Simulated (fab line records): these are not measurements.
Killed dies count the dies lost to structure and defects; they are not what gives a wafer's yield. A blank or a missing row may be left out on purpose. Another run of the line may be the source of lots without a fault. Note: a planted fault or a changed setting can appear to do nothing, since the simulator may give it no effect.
fab line records | flow n5Finfet
[record] lots = 7 wafers = 39
route steps=1938 shown BEOL_M10@1470 BEOL_M15@1809 MIM_BOT_ETCH@1866
startH: hours from the record's first day to the start of the lot's first wafer shown | waitH: hours elapsed since this lot's preceding step | " same as the row above | L1.1+2: one row covering several wafers at once | - no value, or no start was given | * or withheld: withheld | < > ~ a bound
route shown NAME@n: a module of which the file shows steps, and the number in the route of the first | usual: the fault-free wafers' mean and standard deviation | same: alike in all rows | chamber/n: place in a boat | sites: each site's reading | _std_site: the values' standard deviation | _edge_site: outer sites' mean less inner sites' | radiusMm: for every site, how far away it sits from the centre of the wafer | mask NAME#n: copy n | behind: the most recent tool/chamber to have shaped the wafer | hold: the reason the lot was held/the length of the hold in hours/how it ended | device: the transistor (n, p or np) that didn't switch | end of line: at the end of the route, the tests of the same wafers | step lacking rows: just its recipe | killed: dies that structure and defects cost at the first sort, which is not the same as the wafer's yield | map: a wafer's dies, x killed, . not, _ none there
set.NAME: the run value of the setting; set.NAME@STEP: its run value at that earlier step | model.NAME: the simulator's own value behind a step, which no gauge read
one table per step and one row per wafer, for lots whose settings were changed on purpose
[[steps]]
[step N5_BEOL_M10_ILD_DEP_00]
[recipe] material = SiCOH_lowk targetThkA = 3085.1 tempC = 300 precursor = DEMS/porogen pressureTorr = 5 rfW = 500 timeS = 58
// columns lot.wafer tool chamber startH waitH set.targetThkA model.SiCOH_lowk_of_BEOL_M10_ILD_DEP_00.thkNm
L074.1 pecvd-01 1 223.26 0.0 4766 469
L074.2 " 0 " " 4766 475.2
L074.3 " 2 " " 3085.1 309.4
L074.4 " 2 " " 3085.1 312.4
L074.5 " 1 " " 3085.1 308.4
L074.6 " 0 " " 4766 483.6
L078.1 pecvd-02 0 241.34 0.0 3085.1 290.6
L078.2 " 1 " " 3085.1 306.2
L078.3 " 2 " " 3085.1 309.4
L078.4 " 0 " " 3085.1 294.8
L078.5 " 2 " " 3085.1 313.4
L078.6 " 1 " " 3085.1 307
L083.1 pecvd-02 0 274.35 0.0 3928 375.4
L083.2 " 1 " " 3085.1 305.2
L083.3 " 2 " " 3085.1 310.6
L083.4 " 0 " " 3085.1 298.6
L083.5 " 2 " " 3928 399.6
L083.6 " 1 " " 3928 396
L089.1 pecvd-03 1 330.81 0.0 3085.1 307.2
L089.2 " 0 " " 3085.1 313
L089.3 " 2 " " 4813 479.8
L089.4 " 2 " " 3085.1 312.8
L089.5 " 1 " " 4813 483.4
L089.6 " 0 " " 4813 489.6
L088.1 pecvd-02 2 331.08 0.0 3721 369.8
L088.2 " 0 " " 3085.1 302.8
L088.3 " 1 " " 3085.1 305.4
L088.4 " 0 " " 3721 368
L088.5 " 1 " " 3721 371
L088.6 " 2 " " 3085.1 308.6
L092.1 pecvd-01 1 342.15 0.0 3085.1 303.8
L092.2 " 2 " " 4757 473.6
L092.3 " 0 " " 4757 473.2
L092.4 " 1 " " 4757 476.8
L092.5 " 0 " " 3085.1 313
L092.6 " 2 " " 3085.1 312.4
L095.1 pecvd-02 1 351.73 0.0 3085.1 307.4
L095.3 " 0 " " 3085.1 304.6
L095.5 " 0 " " 3085.1 310
[step N5_BEOL_M10_CURE_71]
[recipe] tempC = 385 timeS = 240 ambient = He/Ar material = SiCOH_lowk
// columns lot.wafer tool chamber startH waitH set.targetThkA@BEOL_M10_ILD_DEP_00 model.SiCOH_lowk_of_BEOL_M10_ILD_DEP_00.thkNm
L074.1 uvCure-02 2 223.45 0.2 4766 411
L074.2 " 2 " " 4766 416.6
L074.3 " 2 " " 3085.1 268.8
L074.4 " 2 " " 3085.1 271.4
L074.5 " 2 " " 3085.1 267.8
L074.6 " 2 " " 4766 424.2
L078.1 uvCure-02 2 241.42 0.0 3085.1 252.2
L078.2 " 2 " " 3085.1 266
L078.3 " 2 " " 3085.1 268.8
L078.4 " 2 " " 3085.1 255.8
L078.5 " 2 " " 3085.1 272.4
L078.6 " 2 " " 3085.1 266.6
L083.1 uvCure-02 0 274.43 0.0 3928 327.4
L083.2 " 0 " " 3085.1 265
L083.3 " 0 " " 3085.1 269.8
L083.4 " 0 " " 3085.1 259.2
L083.5 " 0 " " 3928 348.8
L083.6 " 0 " " 3928 345.6
L089.1 uvCure-03 1 330.89 0.0 3085.1 267
L089.2 " 1 " " 3085.1 272
L089.3 " 1 " " 4813 420.8
L089.4 " 1 " " 3085.1 271.8
L089.5 " 1 " " 4813 424
L089.6 " 1 " " 4813 429.6
L088.1 uvCure-01 2 331.16 0.0 3721 322.4
L088.2 " 2 " " 3085.1 263
L088.3 " 2 " " 3085.1 265.4
L088.4 " 2 " " 3721 320.6
L088.5 " 2 " " 3721 323.4
L088.6 " 2 " " 3085.1 268
L092.1 uvCure-02 1 342.33 0.2 3085.1 263.8
L092.2 " 1 " " 4757 415.2
L092.3 " 1 " " 4757 414.8
L092.4 " 1 " " 4757 418
L092.5 " 1 " " 3085.1 272
L092.6 " 1 " " 3085.1 271.4
L095.1 uvCure-02 2 351.81 0.0 3085.1 267
L095.3 " 2 " " 3085.1 264.6
L095.5 " 2 " " 3085.1 269.4
[step N5_BEOL_M10_THK_MEAS_01]
[recipe] reads = SiCOH_lowk_of_BEOL_M10_ILD_DEP_00
[usual] M10_ILD_THK = 269/4.6
// columns lot.wafer tool chamber startH waitH set.targetThkA@BEOL_M10_ILD_DEP_00 M10_ILD_THK[nm]
L074.1 filmMetro-02 - 223.96 0.4 4766 411
L074.2 " - " " 4766 417
L074.3 " - " " 3085.1 269
L074.4 " - " " 3085.1 272
L074.5 " - " " 3085.1 268
L074.6 " - " " 4766 424
L078.1 filmMetro-02 - 241.93 0.4 3085.1 252
L078.2 " - " " 3085.1 266
L078.3 " - " " 3085.1 269
L078.4 " - " " 3085.1 256
L078.5 " - " " 3085.1 272
L078.6 " - " " 3085.1 267
L083.1 filmMetro-02 - 275.42 0.8 3928 327
L083.2 " - " " 3085.1 265
L083.3 " - " " 3085.1 270
L083.4 " - " " 3085.1 259
L083.5 " - " " 3928 349
L083.6 " - " " 3928 345
L089.1 filmMetro-02 - 331.40 0.4 3085.1 267
L089.2 " - " " 3085.1 272
L089.3 " - " " 4813 421
L089.4 " - " " 3085.1 272
L089.5 " - " " 4813 424
L089.6 " - " " 4813 430
L088.1 filmMetro-02 - 331.67 0.4 3721 322
L088.2 " - " " 3085.1 263
L088.3 " - " " 3085.1 266
L088.4 " - " " 3721 321
L088.5 " - " " 3721 323
L088.6 " - " " 3085.1 268
L092.1 filmMetro-02 - 342.84 0.4 3085.1 264
L092.2 " - " " 4757 415
L092.3 " - " " 4757 415
L092.4 " - " " 4757 418
L092.5 " - " " 3085.1 272
L092.6 " - " " 3085.1 272
L095.1 filmMetro-01 - 352.32 0.4 3085.1 267
L095.3 " - " " 3085.1 265
L095.5 " - " " 3085.1 269
[step N5_BEOL_M15_TRENCH_ETCH_34]
[recipe] chemistry = C4F8/O2/Ar target = SiO2 targetDepthA = 8729.3 heInnerTorr = 15 heOuterTorr = 30 timeS = 199 ionEnergyEv = 800 pressureMtorr = 20 sourceW = 1905 biasW = 2040 Ar_flow_sccm = 400 C4F8_flow_sccm = 16 O2_flow_sccm = 12
// columns lot.wafer tool chamber startH waitH set.timeS model.etch.depthNm model.coat_of_BEOL_M15_COAT_22.thkNm
L074.1 rieDiel-04 2 261.09 0.0 199 867 543.2
L074.2 " 0 " " 199 855.1 553.6
L074.3 " 1 " " 199 856.2 550.8
L074.4 " 3 " " 158.5 696.4 580.6
L074.5 " 3 " " 158.5 692.2 580
L074.6 " 2 " " 158.5 691 577.4
L078.1 rieDiel-02 1 291.70 0.0 199 894.6 532.8
L078.2 " 3 " " 199 826.3 558.4
L078.3 " 2 " " 199 896.3 526.6
L078.4 " 0 " " 199 899.2 533.8
L078.5 " 2 " " 199 891.6 529.4
L078.6 " 1 " " 199 897.7 531.8
L083.1 rieDiel-06 2 316.16 0.0 199 878.1 543.8
L083.2 " 1 " " 199 867.3 548.8
L083.3 " 3 " " 234.7 1020 509.2
L083.4 " 0 " " 234.7 1021 518.2
L083.5 " 1 " " 234.7 1032 518.2
L083.6 " 2 " " 199 889.1 543.2
L089.1 rieDiel-04 3 362.37 0.0 199 870 554.4
L089.2 " 0 " " 151.2 637 602
L089.3 " 1 " " 199 825.5 563.4
L089.4 " 1 " " 199 839 559.2
L089.5 " 3 " " 151.2 661.2 595
L089.6 " 0 " " 151.2 640.1 599.4
L088.1 rieDiel-04 0 363.04 0.0 199 832.4 558.8
L088.2 " 1 " " 293.3 1219 478
L088.3 " 3 " " 199 865.1 550.4
L088.4 " 1 " " 293.3 1224 479.2
L088.5 " 3 " " 199 861.9 550
L088.6 " 0 " " 293.3 1226 482
L092.1 rieDiel-06 1 383.01 0.0 199 884.1 545.8
L092.2 " 3 " " 199 866.1 545
L092.3 " 2 " " 199 882.2 544.2
L092.4 " 0 " " 199 866.5 549.4
L092.5 " 2 " " 199 883.6 547.2
L092.6 " 3 " " 199 866 546.4
L095.1 rieDiel-04 3 395.49 0.0 199 874.7 542.4
L095.3 " 0 " " 199 840.7 551.8
L095.5 " 0 " " 199 838.6 548.4
[step N5_BEOL_M15_STRIP_36]
[recipe] chemistry = O2 powerW = 600 tempC = 60 pressureMtorr = 30 rfFrequencyHz = 6e+07 biasPowerW = 0 overashFraction = 0.3 o2FlowSccm = 225
[step N5_BEOL_M15_ECD_47]
[recipe] material = Cu targetThkA = 18600
[step N5_BEOL_M15_ANNEAL_48]
[recipe] tempC = 225 timeS = 90 ambient = N2
[step N5_BEOL_M15_CMP_49]
[recipe] stopOn = SiO2 tOverpolishS = 4.9 downForcePsi = 2 platenRpm = 80 clearingPlatenDownForcePsi = 2 clearingPlatenRpm = 80 postCmpClean = cuAlkaline targetThkNm = 850 clearingPlatenPadVelocityMS = 1.5917 padVelocityMS = 1.5917
// columns lot.wafer tool chamber startH waitH set.timeS@BEOL_M15_TRENCH_ETCH_34 model.Cu_of_BEOL_M15_ECD_47.thkNm
L074.4 cmp-03 1 272.48 0.1 158.5 674.8
L074.2 " 2 " " 199 833.6
L074.1 " 3 " " 199 845.8
L074.3 " 0 " " 199 834.6
L074.5 " 1 " " 158.5 670
L074.6 " 2 " " 158.5 670.4
L078.3 cmp-02 1 296.03 0.2 199 872.8
L078.1 " 2 " " 199 872.6
L078.2 " 3 " " 199 802
L078.4 " 0 " " 199 874.6
L078.5 " 1 " " 199 866.8
L078.6 " 2 " " 199 875.8
L083.1 cmp-03 1 321.19 0.5 199 856.6
L083.4 " 2 " " 234.7 998.8
L083.2 " 3 " " 199 845.8
L083.3 " 0 " " 234.7 999.6
L083.6 " 1 " " 199 866.6
L083.5 " 2 " " 234.7 1011
L089.4 cmp-02 3 368.03 0.1 199 814.6
L089.3 " 0 " " 199 799
L089.2 " 1 " " 151.2 611.6
L089.1 " 2 " " 199 847.2
L089.5 " 3 " " 151.2 636.2
L089.6 " 0 " " 151.2 615.4
L088.4 cmp-02 3 368.57 0.1 293.3 1200
L088.3 " 0 " " 199 840.8
L088.1 " 1 " " 199 808.6
L088.2 " 2 " " 293.3 1197
L088.5 " 3 " " 199 839.4
L088.6 " 0 " " 293.3 1202
L092.3 cmp-04 2 384.89 0.2 199 859.6
L092.2 " 3 " " 199 843
L092.1 " 0 " " 199 862.4
L092.4 " 1 " " 199 842.8
L092.6 " 2 " " 199 843.6
L092.5 " 3 " " 199 863
L095.1 cmp-02 1 398.39 0.3 199 850.8
L095.3 " 3 " " 199 817.2
L095.5 " 1 " " 199 812.8
[step N5_BEOL_M15_THK_MEAS_50]
[recipe] thkMeasGauge = xrf reads = Cu_of_BEOL_M15_ECD_47
[usual] M15_THK = 840/22
// columns lot.wafer tool chamber startH waitH set.timeS@BEOL_M15_TRENCH_ETCH_34 M15_THK[nm]
L074.1 filmMetro-02 - 272.77 - 199 842
L074.2 " - " " 199 829
L074.3 " - " " 199 829
L074.4 " - " " 158.5 673
L074.5 " - " " 158.5 666
L074.6 " - " " 158.5 665
L078.1 filmMetro-02 - 296.32 - 199 871
L078.2 " - " " 199 804
L078.3 " - " " 199 876
L078.4 " - " " 199 874
L078.5 " - " " 199 868
L078.6 " - " " 199 880
L083.1 filmMetro-01 - 321.48 - 199 864
L083.2 " - " " 199 854
L083.3 " - " " 234.7 1005
L083.4 " - " " 234.7 1011
L083.5 " - " " 234.7 1022
L083.6 " - " " 199 869
L089.1 filmMetro-02 - 368.33 - 199 841
L089.2 " - " " 151.2 605
L089.3 " - " " 199 794
L089.4 " - " " 199 809
L089.5 " - " " 151.2 632
L089.6 " - " " 151.2 613
L088.1 filmMetro-02 - 368.87 - 199 806
L088.2 " - " " 293.3 1193
L088.3 " - " " 199 838
L088.4 " - " " 293.3 1194
L088.5 " - " " 199 836
L088.6 " - " " 293.3 1200
L092.1 filmMetro-02 - 385.18 - 199 857
L092.2 " - " " 199 841
L092.3 " - " " 199 852
L092.4 " - " " 199 836
L092.5 " - " " 199 853
L092.6 " - " " 199 838
L095.1 filmMetro-02 - 398.65 - 199 847
L095.3 " - " " 199 809
L095.5 " - " " 199 806
[step N5_BEOL_M15_PRE_CLEAN_52]
[recipe] gas = NH3 timeS = 15 tempC = withheld rfPowerW = 300
[step N5_BEOL_M15_DEP_53]
[recipe] material = SiCN targetThkA = 500 tempC = withheld precursor = 3MS/NH3 pressureTorr = 3 rfW = 675 timeS = 17.8
[step N5_BEOL_M15_RS_MEAS_54]
[recipe] thkMeasGauge = four-point-probe reads = Cu_of_BEOL_M15_ECD_47+Ta_of_BEOL_M15_SPUTTER_44+TaN_of_BEOL_M15_SPUTTER_43
[usual] M15_RS = 0.0218/0.00056
// columns lot.wafer tool chamber startH waitH set.timeS@BEOL_M15_TRENCH_ETCH_34 M15_RS[ohm/sq]
L074.1 filmMetro-01 - 272.90 0.0 199 0.0217
L074.2 " - " " 199 0.0220
L074.3 " - " " 199 0.0220
L074.4 " - " " 158.5 0.0273
L074.5 " - " " 158.5 0.0275
L074.6 " - " " 158.5 0.0275
L078.1 filmMetro-02 - 296.45 0.0 199 0.0210
L078.2 " - " " 199 0.0229
L078.3 " - " " 199 0.0210
L078.4 " - " " 199 0.0210
L078.5 " - " " 199 0.0212
L078.6 " - " " 199 0.0209
L083.1 filmMetro-01 - 321.61 0.0 199 0.0215
L083.2 " - " " 199 0.0217
L083.3 " - " " 234.7 0.0183
L083.4 " - " " 234.7 0.0183
L083.5 " - " " 234.7 0.0181
L083.6 " - " " 199 0.0212
L089.1 filmMetro-02 - 368.46 0.0 199 0.0216
L089.2 " - " " 151.2 0.0302
L089.3 " - " " 199 0.0230
L089.4 " - " " 199 0.0225
L089.5 " - " " 151.2 0.0290
L089.6 " - " " 151.2 0.0300
L088.1 filmMetro-02 - 369.00 0.0 199 0.0227
L088.2 " - " " 293.3 0.0152
L088.3 " - " " 199 0.0218
L088.4 " - " " 293.3 0.0152
L088.5 " - " " 199 0.0218
L088.6 " - " " 293.3 0.0152
L092.1 filmMetro-01 - 385.31 0.0 199 0.0213
L092.2 " - " " 199 0.0217
L092.3 " - " " 199 0.0214
L092.4 " - " " 199 0.0218
L092.5 " - " " 199 0.0213
L092.6 " - " " 199 0.0218
L095.1 filmMetro-02 - 398.89 0.1 199 0.0216
L095.3 " - " " 199 0.0224
L095.5 " - " " 199 0.0225
[step N5_MIM_BOT_ETCH_ETCH_04]
[recipe] chemistry = CF4/O2 target = SiNx targetDepthA = 260 timeS = 13 ionEnergyEv = 100 pressureMtorr = 40 sourceW = 535 biasW = 49 Ar_flow_sccm = 100 cf4FlowSccm = 100 O2_flow_sccm = 10
// columns lot.wafer tool chamber startH waitH set.timeS model.etch.depthNm
L074.1 rieDiel-01 3 277.86 0.0 13 24.77
L074.2 " 2 " " 13 27.13
L074.3 " 1 " " 13 25.73
L074.4 " 0 " " 13 24.98
L074.5 " 1 " " 13 25.74
L074.6 " 0 " " 13 24.9
L078.1 rieDiel-03 2 304.43 0.0 18.78 37.88
L078.2 " 0 " " 18.78 36.75
L078.3 " 3 " " 18.78 38.4
L078.4 " 1 " " 13 27.17
L078.5 " 3 " " 13 26.56
L078.6 " 0 " " 13 25.35
L083.1 rieDiel-03 0 327.32 0.0 15.79 30.65
L083.2 " 1 " " 13 27.02
L083.3 " 3 " " 13 26.54
L083.4 " 2 " " 15.79 31.62
L083.5 " 1 " " 15.79 32.8
L083.6 " 2 " " 13 26.01
L089.1 rieDiel-01 2 374.23 0.0 13 26.84
L089.2 " 1 " " 13 25.6
L089.3 " 0 " " 13 26.82
L089.4 " 3 " " 13 24.76
L089.5 " 2 " " 13 26.99
L089.6 " 1 " " 13 25.57
L088.1 rieDiel-05 2 374.91 0.0 13 27.51
L088.2 " 0 " " 13 24.69
L088.3+5 " 1 " " 13 24.7
L088.4 " 2 " " 13 27.21
L088.6 " 0 " " 13 24.62
L092.1 rieDiel-05 0 392.50 0.0 7.819 14.61
L092.2 " 1 " " 13 24.3
L092.3 " 2 " " 13 26.88
L092.4 " 1 " " 7.819 14.77
L092.5 " 0 " " 13 24.57
L092.6 " 2 " " 7.819 16.23
L095.1 rieDiel-05 0 404.10 0.0 13 24.35
L095.3 " 3 " " 13 27.77
L095.5 " 3 " " 13 27.94
[[key]]
[split] step = N5_BEOL_M10_ILD_DEP_00 setting = targetThkA stated = 3085.1 by = wafer
[response] step = N5_BEOL_M10_ILD_DEP_00 reading = model.SiCOH_lowk_of_BEOL_M10_ILD_DEP_00.thkNm change = +3.07 per = 1% r = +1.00
[response] step = N5_BEOL_M10_CURE_71 reading = model.SiCOH_lowk_of_BEOL_M10_ILD_DEP_00.thkNm change = +2.73 per = 1% r = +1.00
[response] step = N5_BEOL_M10_THK_MEAS_01 reading = M10_ILD_THK change = +2.73 per = 1% r = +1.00
[split] step = N5_BEOL_M15_TRENCH_ETCH_34 setting = timeS stated = 199 by = wafer
[response] step = N5_BEOL_M15_TRENCH_ETCH_34 reading = model.etch.depthNm change = +7.96 per = 1% r = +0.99
[response] step = N5_BEOL_M15_TRENCH_ETCH_34 reading = model.coat_of_BEOL_M15_COAT_22.thkNm change = -1.57 per = 1% r = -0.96
[response] step = N5_BEOL_M15_CMP_49 reading = model.Cu_of_BEOL_M15_ECD_47.thkNm change = +7.96 per = 1% r = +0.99
[response] step = N5_BEOL_M15_THK_MEAS_50 reading = M15_THK change = +7.95 per = 1% r = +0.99
[response] step = N5_BEOL_M15_RS_MEAS_54 reading = M15_RS change = -0.000189 per = 1% r = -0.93
[split] step = N5_MIM_BOT_ETCH_ETCH_04 setting = timeS stated = 13 by = wafer
[response] step = N5_MIM_BOT_ETCH_ETCH_04 reading = model.etch.depthNm change = +0.252 per = 1% r = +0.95
